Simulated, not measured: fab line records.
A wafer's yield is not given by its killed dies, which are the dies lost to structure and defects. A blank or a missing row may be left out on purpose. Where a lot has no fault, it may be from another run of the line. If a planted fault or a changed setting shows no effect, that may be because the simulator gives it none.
Split-lot study ; flow n5 finfet ; 7 lots, 21 wafers read, on a route of 1938 steps

ABOUT THE SPLIT
At N5_FIN_CUT_COAT_19 (time 60 s, resist thk 20 nm), the setting spin rpm was moved away from the recipe's 1500 rpm on 7 of the 21 wafers read, by -10.8% to +6.4%. The other wafers ran this setting at the recipe's value.

FROM THE SPLIT TO THE READING: what the file shows between them, 5 steps
- N5_FIN_CUT_COAT_29: time 60 s, resist thk 10 nm
- N5_FIN_CUT_COAT_02: resist thk 30 nm
- N5_FIN_CUT_DESCUM_13: chemistry O2, time 7 s
- N5_FIN_CUT_ETCH_30: etches underlayer in N2/H2, target depth 13 nm, time 10.4 s
- N5_FIN_CUT_ETCH_20: etches SiARC in CF4, target depth 26 nm, time 43.3 s

THE READING
SiARC_of_FIN_CUT_COAT_19.thk nm (the simulator's own value, which no gauge read), in nm, at N5_FIN_CUT_ETCH_21 (etches SOC in N2/H2, target depth 219 nm, overetch 43.8 nm, time 523.5 s). The file gives no usual value for it. The 14 wafers here that ran the recipe average 11.9 nm, standard deviation 0.25 nm.

wafer;tool, chamber at the split;spin rpm as run, rpm;against the recipe;SiARC_of_FIN_CUT_COAT_19.thk nm, nm;against lot-mates on the recipe
L076.3;litho track-03, 0;1500;recipe;12;-
L076.5;litho track-03, 0;1500;recipe;12;-
L076.4;litho track-03, 0;1354;-9.7%;12.8;+0.8
L079.1;litho track-02, 0;1571;+4.7%;11.2;-0.8
L079.5;litho track-02, 0;1500;recipe;11.6;-
L079.6;litho track-02, 0;1500;recipe;12.4;-
L085.1;litho track-02, 0;1500;recipe;12.2;-
L085.3;litho track-02, 0;1338;-10.8%;13;+0.8
L085.5;litho track-02, 0;1338;-10.8%;12.8;+0.6
L086.1;litho track-05, 0;1500;recipe;11.8;-
L086.3;litho track-05, 0;1500;recipe;11.8;-
L086.2;litho track-05, 0;1596;+6.4%;11.2;-0.6
L087.3;litho track-03, 0;1500;recipe;11.8;-
L087.4;litho track-03, 0;1500;recipe;11.8;-
L087.5;litho track-03, 0;1500;recipe;11.6;-
L088.3;litho track-02, 0;1346;-10.3%;13;+1.6
L088.4;litho track-02, 0;1346;-10.3%;12.6;+1.2
L088.5;litho track-02, 0;1500;recipe;11.4;-
L089.1;litho track-02, 0;1500;recipe;12;-
L089.5;litho track-02, 0;1500;recipe;12;-
L089.4;litho track-02, 0;1500;recipe;11.8;-

THE FIT
A straight line over all 21 wafers: SiARC_of_FIN_CUT_COAT_19.thk nm changes by -0.0975 nm for each +1% of spin rpm; r = -0.91; the points scatter about the line by 0.23 nm.
The same after taking each lot's own level away (the mean of its wafers on the recipe; 21 wafers): -0.1 nm for each +1%; r = -0.90; scatter 0.25 nm.
On that fit, the largest move of spin rpm shifts the reading by 1.1 nm.
The span of the lots' own levels, 11.40 to 12.20 nm, comes to 3.2 times the standard deviation stated above.
The two slopes agree, so the slope changes little with the lot-to-lot level.
Check: with one of the wafers moved furthest among these (-10.8%) left out of the fit, the line predicts +1.12 nm for it against its lot-mates. It came out at +0.8 nm against them.

ADDITIONAL SPLITS CARRIED BY THESE WAFERS
These wafers also went through other splits before the reading. Each is held against what the fit with the lots' levels taken away leaves over:
other split on the same wafers;wafers away from the commonest value;r with SiARC_of_FIN_CUT_COAT_19.thk nm (lot level and that fit taken away)
N5_WELL_APT_EXPOSE_22 dose mj;5;+0.14
N5_WELL_APT_PEB_23 peb temp c;6;-0.43
N5_FIN_SAQP_SPACER1_ALD_24 temp c;7;-0.05
N5_FIN_SAQP_ETCH_65 time s;8;+0.29

THE WHOLE CHAIN: every reading that the file lists as answering this split, in the file's order
step;what it does;reading;change (the file's fit);r (the file's)
N5_FIN_CUT_COAT_19;time 60 s, resist thk 20 nm;SiARC_of_FIN_CUT_COAT_19.thk nm (the simulator's own value, which no gauge read);-0.114 nm for each +1% of the setting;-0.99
N5_FIN_CUT_ETCH_20;etches SiARC in CF4, target depth 26 nm, time 43.3 s;etch.depth nm (the simulator's own value, which no gauge read);-0.109 nm for each +1% of the setting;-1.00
N5_FIN_CUT_ETCH_21;etches SOC in N2/H2, target depth 219 nm, overetch 43.8 nm, time 523.5 s;SiARC_of_FIN_CUT_COAT_19.thk nm (the simulator's own value, which no gauge read);-0.0982 nm for each +1% of the setting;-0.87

FILE'S OWN FIT
SiARC_of_FIN_CUT_COAT_19.thk nm changes by -0.0982 nm for each +1% of spin rpm, r = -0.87.
